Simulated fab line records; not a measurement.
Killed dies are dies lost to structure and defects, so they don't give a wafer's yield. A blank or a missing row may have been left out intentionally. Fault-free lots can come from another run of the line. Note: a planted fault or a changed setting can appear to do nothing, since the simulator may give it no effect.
fab line records	flow nandHarc
[record] lots = 13	wafers = 39	lastDay = 31
route steps=1302 shown A_M0@1166 A_M1@1179 END@1302
lots untouched by any fault: they come from a run of this same line in which no faults occurred
startH: hours from the record's opening day to when the first of the lot's shown wafers began	waitH: how many hours have passed since the lot's step before this one	" same as the row above	L1.1+2: several wafers, shown together as one row	- no value present, or no start provided	* or withheld: withheld	< > ~ a bound
route shown NAME@n: a module of which the file shows steps, and the number in the route of the first	usual: mean/standard deviation of fault-free wafers	same: alike in all rows	chamber/n: place in a boat	sites: per-site readings	_std_site: how widely they spread, as a standard deviation	_edge_site: inner sites' mean taken away from outer sites' mean	radiusMm: how far each site lies from the wafer's centre	mask NAME#n: copy n	behind: the most recent tool/chamber to have shaped the wafer	hold: cause of the lot's hold/its duration in hours/its outcome	device: names the non-switching transistor (n, p or np)	end of line: the same wafers' tests at the end of the route	where a step has no rows: the recipe by itself	killed: count of dies lost to structure and defects at first sort (not the wafer's yield)	map: per-die view of a wafer (x killed, . not killed, _ where there is no die)
set.NAME: the setting as run; set.NAME@STEP: as run at that earlier step	model.NAME: the simulator's own value behind a step, which no gauge read
a sample of lots followed through the steps of the route, with each step as a table and each wafer as a row
services: when a tool's chamber went out of use (startH, in hours from the record's first day, below 0 if earlier), for how many hours, and the reason
[[steps]]
[step NHARC_A_M0_INSPECT_27]
[usual] rawDefectCount = 575/170
lot.wafer	tool	chamber	startH	waitH	rawDefectCount
L389.2	defectInspect-01	-	538.85	0.0	602
L389.3	"	-	"	"	542
L389.5	"	-	"	"	448
L390.1	defectInspect-01	-	540.93	0.0	849
L390.2	"	-	"	"	730
L390.5	"	-	"	"	1043
L391.2	defectInspect-01	-	545.59	0.0	431
L391.4	"	-	"	"	581
L391.6	"	-	"	"	463
L393.2	defectInspect-01	-	567.70	0.0	603
L393.5	"	-	"	"	770
L393.6	"	-	"	"	863
L398.1	defectInspect-02	-	605.46	0.0	335
L398.3	"	-	"	"	361
L398.5	"	-	"	"	326
L396.1	defectInspect-01	-	614.09	0.0	486
L396.5	"	-	"	"	533
L396.6	"	-	"	"	578
L395.1	defectInspect-01	-	618.58	0.0	383
L395.2	"	-	"	"	483
L395.4	"	-	"	"	402
L399.3	defectInspect-01	-	633.63	0.0	402
L399.4	"	-	"	"	560
L399.5	"	-	"	"	517
L402.1	defectInspect-02	-	655.37	0.0	538
L402.4	"	-	"	"	500
L402.6	"	-	"	"	1019
L403.2	defectInspect-02	-	662.49	0.0	450
L403.3	"	-	"	"	520
L403.6	"	-	"	"	512
L401.1	defectInspect-02	-	666.23	0.0	584
L401.4	"	-	"	"	441
L401.6	"	-	"	"	477
L405.1	defectInspect-01	-	678.90	0.0	398
L405.2	"	-	"	"	527
L405.3	"	-	"	"	440
L404.1	defectInspect-01	-	689.34	0.0	522
L404.3	"	-	"	"	482
L404.6	"	-	"	"	469
[step NHARC_A_M1_CD_MEAS_09]
[recipe] targetCdNm = 120	landingEnergyEv = 500
[usual] cdNm = 119.9/0.68
lot.wafer	tool	chamber	startH	waitH	cdNm
L389.2	cdSem-03	0	540.32	-	120.6
L389.3	"	0	"	"	121.1
L389.5	"	0	"	"	120.1
L390.1	cdSem-03	0	542.17	-	118.6
L390.2	"	0	"	"	120.2
L390.5	"	0	"	"	120.1
L391.2	cdSem-01	0	546.88	-	119.9
L391.4	"	0	"	"	120.5
L391.6	"	0	"	"	120.5
L393.2	cdSem-01	0	569.10	-	119.7
L393.5	"	0	"	"	120.2
L393.6	"	0	"	"	120.1
L398.1	cdSem-01	0	606.99	-	119.1
L398.3	"	0	"	"	119.7
L398.5	"	0	"	"	119.1
L396.1	cdSem-01	0	615.35	-	119.5
L396.5	"	0	"	"	119.4
L396.6	"	0	"	"	120.8
L395.1	cdSem-03	0	620.00	-	120.6
L395.2	"	0	"	"	121.3
L395.4	"	0	"	"	120.5
L399.3	cdSem-03	0	634.91	-	120.7
L399.4	"	0	"	"	121.3
L399.5	"	0	"	"	120.5
L402.1	cdSem-02	0	656.76	-	121.0
L402.4	"	0	"	"	120.4
L402.6	"	0	"	"	120.1
L403.2	cdSem-01	0	663.86	-	118.6
L403.3	"	0	"	"	119.6
L403.6	"	0	"	"	120.2
L401.1	cdSem-02	0	667.62	-	120.6
L401.4	"	0	"	"	120.9
L401.6	"	0	"	"	120.2
L405.1	cdSem-02	0	680.27	-	119.2
L405.2	"	0	"	"	119.1
L405.3	"	0	"	"	119.3
L404.1	cdSem-01	0	690.76	-	119.4
L404.3	"	0	"	"	119.7
L404.6	"	0	"	"	120.8
[step NHARC_A_M1_PVD_21]
[recipe] targetThkA = 300	chamberPressurePa = 5	powerW = 5000	substrateTempC = 30	timeS = 20.49	material = Cu
[usual] throttleValvePct = 29.6/1
[same] timeS = 20.49
lot.wafer	tool	chamber	startH	waitH	throttleValvePct
L389.2	pvdSputter-03	-	-	-	28.5
L389.3	"	-	"	"	29.0
L389.5	"	-	"	"	28.3
L390.1	pvdSputter-01	-	-	-	29.7
L390.2	"	-	"	"	30.4
L390.5	"	-	"	"	29.7
L391.4	pvdSputter-01	-	-	-	30.9
L391.2	"	-	"	"	29.7
L391.6	"	-	"	"	30.9
L393.2	pvdSputter-01	-	-	-	30.8
L393.5	"	-	"	"	30.9
L393.6	"	-	"	"	29.8
L398.3	pvdSputter-02	-	-	-	31.3
L398.1	"	-	"	"	29.5
L398.5	"	-	"	"	31.0
L396.1	pvdSputter-02	-	-	-	29.4
L396.6	"	-	"	"	28.1
L396.5	"	-	"	"	31.3
L395.1	pvdSputter-02	-	-	-	29.2
L395.4	"	-	"	"	28.0
L395.2	"	-	"	"	31.1
L399.4	pvdSputter-03	-	-	-	28.7
L399.3	"	-	"	"	28.1
L399.5	"	-	"	"	29.1
L402.1	pvdSputter-01	-	-	-	29.9
L402.4	"	-	"	"	29.8
L402.6	"	-	"	"	31.1
L403.3	pvdSputter-02	-	-	-	31.9
L403.2	"	-	"	"	29.3
L403.6	"	-	"	"	28.2
L401.4	pvdSputter-02	-	-	-	31.9
L401.1	"	-	"	"	29.4
L401.6	"	-	"	"	28.3
L405.2	pvdSputter-02	-	-	-	32.0
L405.1	"	-	"	"	29.5
L405.3	"	-	"	"	30.1
L404.3	pvdSputter-01	-	-	-	31.2
L404.1	"	-	"	"	29.5
L404.6	"	-	"	"	29.6
[step NHARC_A_M1_DEP_33]
[recipe] targetThkA = 300	tempC = 370	targetThkNm = 30	pressureTorr = 3	flowSccm = 200	rfW = 450	material = SiCN
[usual] chamberPressureTorr = 3.000/0.0067	heaterPowerOuterW = 322/73	heaterPowerW = 567/87
lot.wafer	tool	chamber	startH	waitH	chamberPressureTorr	heaterPowerOuterW	heaterPowerW
L389.3	pecvd-02	2	543.23	0.1	2.997	247	513
L389.2	"	0	"	"	3.016	224	411
L389.5	"	2	"	"	2.999	246	500
L390.2	pecvd-02	1	545.07	0.1	3.002	302	554
L390.1	"	2	"	"	2.994	219	461
L390.5	"	2	"	"	2.993	215	473
L391.2	pecvd-04	1	549.87	0.1	3.003	478	722
L391.4	"	2	"	"	2.988	277	483
L391.6	"	0	"	"	2.994	372	660
L393.2	pecvd-01	1	572.10	0.1	3.002	382	691
L393.5	"	2	"	"	3.003	271	482
L393.6	"	0	"	"	2.994	334	587
L398.1	pecvd-04	1	609.94	0.1	3.000	453	652
L398.3	"	2	"	"	2.997	278	482
L398.5	"	1	"	"	2.997	447	663
L396.1	pecvd-01	2	618.50	0.1	2.998	322	544
L396.6	"	0	"	"	3.009	346	618
L396.5	"	1	"	"	2.993	326	598
L395.1	pecvd-02	1	623.02	0.1	2.987	284	515
L395.2	"	2	"	"	3.003	239	510
L395.4	"	2	"	"	3.005	240	502
L399.3	pecvd-02	2	637.85	0.1	2.998	235	479
L399.4	"	2	"	"	3.001	241	496
L399.5	"	0	"	"	2.999	288	511
L402.1	pecvd-02	0	659.72	0.1	2.989	260	464
L402.6	"	2	"	"	2.998	250	507
L402.4	"	0	"	"	2.997	258	484
L403.3	pecvd-04	2	666.79	0.1	3.002	282	507
L403.2	"	0	"	"	2.994	402	672
L403.6	"	1	"	"	3.000	497	743
L401.1	pecvd-01	2	670.65	0.1	-	-	-
L401.4	"	0	"	"	-	-	-
L401.6	"	2	"	"	-	-	-
L405.2	pecvd-04	1	683.18	0.1	-	-	-
L405.1	"	2	"	"	-	-	-
L405.3	"	0	"	"	-	-	-
L404.3	pecvd-01	2	693.68	0.1	3.002	266	467
L404.1	"	0	"	"	3.000	330	596
L404.6	"	1	"	"	2.997	317	630
[step NHARC_END_SORT_01]
[recipe] tempC = 25
[usual] defectLimitedYield = 93.3/1.5	killedAtArray = 41/10	killedAtOther = 0.8/0.91	killedAtPeriphery = 4.2/2.9	killedDies = 46/10	killedOpen = 3.5/2.1	killedShort = 2.5/1.6	sort_bin_2_pct = 2.4/0.71	sort_bin_3_pct = 0.6/0.33	sort_bin_4_pct = 3.8/0.93	sortNPass = 631/10	sortRimYieldPct = 86/4.5	sortYieldPct = 93.3/1.5
[same] grossDies = 677	sort_bin_5_pct[%] = 0	sort_bin_6_pct[%] = 0	sort_bin_7_pct[%] = 0	sort_bin_8_pct[%] = 0	sortRimNGross = 106.00
lot.wafer	tool	chamber	startH	waitH	defectLimitedYield[%]	killedAtArray	killedAtOther	killedAtPeriphery	killedDies	killedOpen	killedShort	sort_bin_2_pct[%]	sort_bin_3_pct[%]	sort_bin_4_pct[%]	sortNPass	sortRimYieldPct[%]	sortYieldPct[%]
L393.2	prober-02	0	604.47	2.8	93.5	44	0	0	44	0	1	3.0	0.1	3.4	633	82	93.5
L393.5	prober-02	0	606.86	3.7	93.4	40	0	5	45	6	3	2.7	0.3	3.7	632	82	93.4
L393.6	prober-02	0	607.66	4.0	91.3	53	4	2	59	3	5	2.8	1.6	4.3	618	85	91.3
L395.1	prober-01	0	656.72	2.5	93.1	44	1	2	47	6	0	2.4	0.3	4.3	630	90	93.1
L395.2	prober-01	0	657.52	2.8	92.9	46	0	2	48	4	5	1.2	0.7	5.2	629	87	92.9
L395.4	prober-01	0	659.11	3.4	93.6	40	0	3	43	8	0	2.7	0.4	3.2	634	84	93.6
L401.1	prober-01	0	700.50	2.5	92.5	47	0	4	51	4	4	3.0	0.7	3.8	626	92	92.5
L401.4	prober-01	0	702.90	3.4	92.6	48	1	1	50	1	4	2.7	0.7	4.0	627	86	92.6
L401.6	prober-01	0	704.50	4.0	93.2	41	0	5	46	0	5	2.1	1.0	3.7	631	86	93.2
L403.2	prober-02	0	701.31	2.8	94.1	38	0	2	40	6	1	2.1	0.1	3.7	637	87	94.1
L403.3	prober-02	0	702.12	3.1	93.5	44	0	0	44	6	3	2.2	0.3	4.0	633	92	93.5
L403.6	prober-02	0	704.56	4.1	94.5	34	1	2	37	4	3	2.5	0.3	2.7	640	91	94.5
// killed by level:class
L393.2 A_CHANNEL_HOLE_D2:chamberFilmFlake=15 A_CHANNEL_HOLE_D1:chamberFilmFlake=11 A_SLIT:chamberFilmFlake=10 A_CONTACT:chamberFilmFlake=4 A_ONON_D2:geometricParticle:short=1 A_DECK1_JOINT:chamberFilmFlake=1 A_STAIRCASE:chamberFilmFlake=1 A_SGD_CUT:chamberFilmFlake=1
L393.5 A_CHANNEL_HOLE_D1:chamberFilmFlake=11 A_CHANNEL_HOLE_D2:chamberFilmFlake=10 A_SLIT:chamberFilmFlake=9 P_GATE:chamberFilmFlake=2 A_CONTACT:chamberFilmFlake=2 P_CONTACT:geometricParticle:open=1 P_M0:geometricParticle:short=1 A_ONON_D1:geometricParticle:open=1
L393.6 A_CHANNEL_HOLE_D2:chamberFilmFlake=14 A_SLIT:chamberFilmFlake=14 A_CHANNEL_HOLE_D1:chamberFilmFlake=12 THIN_TSV:chamberFilmFlake=4 A_CONTACT:chamberFilmFlake=3 A_M0:geometricParticle:short=2 A_CHANNEL_FILL_D1:chamberFilmFlake=2 P_GATE:geometricParticle:open=1
L395.1 A_CHANNEL_HOLE_D1:chamberFilmFlake=20 A_CHANNEL_HOLE_D2:chamberFilmFlake=9 A_STAIRCASE:chamberFilmFlake=8 A_DECK1_JOINT:geometricParticle:open=2 A_CHANNEL_FILL_D2:geometricParticle:open=2 P_ZERO_WELL:chamberFilmFlake=2 A_ONON_D1:geometricParticle:open=1 A_CHANNEL_HOLE_D1:geometricParticle:open=1
L395.2 A_CHANNEL_HOLE_D1:chamberFilmFlake=17 A_CHANNEL_HOLE_D2:chamberFilmFlake=7 A_STAIRCASE:chamberFilmFlake=7 A_CONTACT:chamberFilmFlake=4 A_SLIT:chamberFilmFlake=2 P_GATE:geometricParticle:short=1 A_CHANNEL_FILL_D1:geometricParticle:open=1 A_CHANNEL_FILL_D1:geometricParticle:short=1
L395.4 A_CHANNEL_HOLE_D1:chamberFilmFlake=14 A_CHANNEL_HOLE_D2:chamberFilmFlake=7 A_STAIRCASE:chamberFilmFlake=7 A_M0:geometricParticle:open=2 A_SLIT:chamberFilmFlake=2 A_CONTACT:chamberFilmFlake=2 P_CONTACT:geometricParticle:open=1 A_ONON_D1:geometricParticle:open=1
L401.1 A_CHANNEL_HOLE_D1:chamberFilmFlake=21 A_SLIT:chamberFilmFlake=5 A_CONTACT:chamberFilmFlake=5 A_CHANNEL_HOLE_D2:chamberFilmFlake=3 A_STAIRCASE:chamberFilmFlake=3 A_CHANNEL_FILL_D1:geometricParticle:short=2 A_CHANNEL_FILL_D1:chamberFilmFlake=2 A_WL_FILL:chamberFilmFlake=2
L403.2 A_CHANNEL_HOLE_D2:chamberFilmFlake=14 A_CONTACT:chamberFilmFlake=6 A_DECK1_JOINT:chamberFilmFlake=4 A_CHANNEL_FILL_D2:chamberFilmFlake=2 A_STAIRCASE:chamberFilmFlake=2 A_SLIT:chamberFilmFlake=2 P_GATE:geometricParticle:open=1 A_SOURCE_PLATE:geometricParticle:short=1
L403.3 A_CHANNEL_HOLE_D2:chamberFilmFlake=12 A_CONTACT:chamberFilmFlake=7 A_SLIT:chamberFilmFlake=6 A_DECK1_JOINT:chamberFilmFlake=3 A_SOURCE_PLATE:geometricParticle:open=2 A_M0:geometricParticle:short=2 A_CHANNEL_HOLE_D1:chamberFilmFlake=2 A_STAIRCASE:chamberFilmFlake=2
L401.4 A_CHANNEL_HOLE_D1:chamberFilmFlake=21 A_SLIT:chamberFilmFlake=10 A_STAIRCASE:chamberFilmFlake=4 A_CHANNEL_HOLE_D2:chamberFilmFlake=3 A_CONTACT:chamberFilmFlake=3 A_WL_FILL:geometricParticle:short=2 A_M0:chamberFilmFlake=2 A_ONON_D1:geometricParticle:short=1
L401.6 A_CHANNEL_HOLE_D1:chamberFilmFlake=22 A_SLIT:chamberFilmFlake=7 A_CHANNEL_FILL_D1:geometricParticle:short=3 P_GATE:chamberFilmFlake=3 A_STAIRCASE:chamberFilmFlake=2 A_CONTACT:chamberFilmFlake=2 P_M0:geometricParticle:short=1 A_ONON_D1:geometricParticle:short=1
L403.6 A_CONTACT:chamberFilmFlake=9 A_CHANNEL_HOLE_D2:chamberFilmFlake=8 A_CHANNEL_HOLE_D1:chamberFilmFlake=3 A_STAIRCASE:chamberFilmFlake=3 A_CHANNEL_FILL_D2:geometricParticle:open=2 A_CHANNEL_FILL_D1:chamberFilmFlake=2 A_DECK1_JOINT:chamberFilmFlake=2 A_ONON_D1:geometricParticle:open=1
[[services]]
tool	chamber	startH	hours	kind
pvdSputter-03	-	526.00	10.0	pm
pecvd-01	0	531.17	15.8	repair
pvdSputter-03	-	561.61	0.8	repair
pvdSputter-01	-	582.05	10.0	pm
pecvd-02	-	589.30	13.0	pm
pecvd-02	0	589.30	29.5	ventCycle
pecvd-02	1	589.30	13.0	ventCycle
pecvd-02	2	589.30	13.0	ventCycle
pecvd-04	2	599.65	8.6	repair
pecvd-02	1	602.30	-	clean
pecvd-02	2	602.30	-	clean
pvdSputter-03	-	613.25	3.9	repair
pvdSputter-01	-	613.37	1.2	repair
pecvd-04	-	631.14	13.0	pm
pecvd-04	0	631.14	13.0	ventCycle
pecvd-04	1	631.14	13.0	ventCycle
pecvd-04	2	631.14	13.0	ventCycle
pecvd-04	0	644.14	-	clean
pecvd-04	1	644.14	-	clean
pecvd-04	2	644.14	-	clean
pvdSputter-03	-	646.89	3.6	repair
pecvd-01	-	673.22	13.0	pm
pecvd-01	0	673.22	13.0	ventCycle
pvdSputter-03	-	676.24	2.2	repair
[[key]]
[firstSign] step = NHARC_A_M1_DEP_33	reading = toolRecord	direction = missing
effect none on later readings
metAt NHARC_A_M1_DEP_33
struckLots L401,L405
notActingAt NHARC_A_M0_INSPECT_27,NHARC_A_M1_CD_MEAS_09,NHARC_A_M1_PVD_21
onsetBetween 666.79 670.65
[fault] kind = skippedStepWhole	tool = pecvd-01,pecvd-04	chamber = -	onsetH = 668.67	steps = NHARC_A_M1_DEP_33	scope = struckLotsOnly
